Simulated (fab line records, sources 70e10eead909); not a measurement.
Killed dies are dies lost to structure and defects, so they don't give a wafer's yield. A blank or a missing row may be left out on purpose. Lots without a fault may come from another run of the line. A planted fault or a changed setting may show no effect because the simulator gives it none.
Chamber matching | flow nand_harc | NHARC_P_CONTACT_CMP_24 on cmp-04: 4 sister chambers
The step polishes, t overpolish 30 s, target thk 200 nm. 14 wafers are shown with their chamber, then 7 later ones without.

WAFERS WITH THEIR CHAMBER
wafer  | chamber | motor_current_A (A) | overpolish_run_s (s) | time_to_endpoint_s (s)
L074.2 | 2       | 10.6                | 30.007               | 42.7
L074.3 | 3       | 12.0                | 30.000               | 41.8
L074.6 | 3       | 12.0                | 29.990               | 41.8
L075.2 | 2       | 10.1                | 29.988               | 44.5
L075.3 | 1       | 11.2                | 29.992               | 45.9
L075.5 | 1       | 10.6                | 29.988               | 41.9
L076.2 | 1       | 10.6                | 29.997               | 42.0
L076.4 | 2       | 10.1                | 30.000               | 43.1
L076.6 | 3       | 11.7                | 29.991               | 39.4
L077.2 | 0       | 10.0                | 30.013               | 42.1
L077.4 | 3       | 11.7                | 29.998               | 39.3
L077.5 | 2       | 10.3                | 30.003               | 39.4
L083.1 | 1       | 11.6                | 30.012               | 40.7
L083.2 | 0       | 10.1                | 30.009               | 43.6

SIGNATURES (means of the wafers above)
reading            | chamber 0 | chamber 1 | chamber 2 | chamber 3 | scatter within a chamber
motor_current_A    | 10.050    | 11.000    | 10.275    | 11.850    | 0.313
overpolish_run_s   | 30.01100  | 29.99725  | 29.99950  | 29.99475  | 0.00784
time_to_endpoint_s | 42.850    | 42.625    | 42.425    | 40.575    | 1.91
Rule: a wafer's distance from a chamber is the root of the sum, over the readings, of the square of ((its reading less the chamber's mean) divided by the reading's scatter). The wafer belongs to the nearest chamber; if the next one is less than 2 further off, it can't be placed. The scatter: the root of (the sum of the squares of (reading less its chamber's mean) over the shown wafers, divided by (wafers less chambers)).

WAFERS WITHOUT THEIR CHAMBER
wafer  | motor_current_A (A) | overpolish_run_s (s) | time_to_endpoint_s (s)
L083.6 | 10.0                | 30.008               | 42.2
L093.1 | 12.1                | 30.003               | 41.8
L093.2 | 10.3                | 30.000               | 42.6
L093.6 | 11.0                | 30.007               | 43.5
L097.1 | 10.3                | 29.980               | 39.8
L097.3 | 10.2                | 30.000               | 36.0
L097.6 | 10.1                | 29.988               | 37.3

WHICH CHAMBER EACH WENT THROUGH
wafer  | from the rows above          | in truth
L083.6 | can't be placed: 0 or 2      | 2
L093.1 | 3                            | 3
L093.2 | can't be placed: 2 or 0      | 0
L093.6 | can't be placed: 1 or 2 or 0 | 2
L097.1 | can't be placed: 2 or 1 or 0 | 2
L097.3 | can't be placed: 2 or 0 or 1 | 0
L097.6 | can't be placed: 2 or 0 or 1 | 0
Placed correctly: 1 of 7. Can't be placed from these rows: 6 (the true chamber is among the candidates in 6). Placed wrongly: 0.
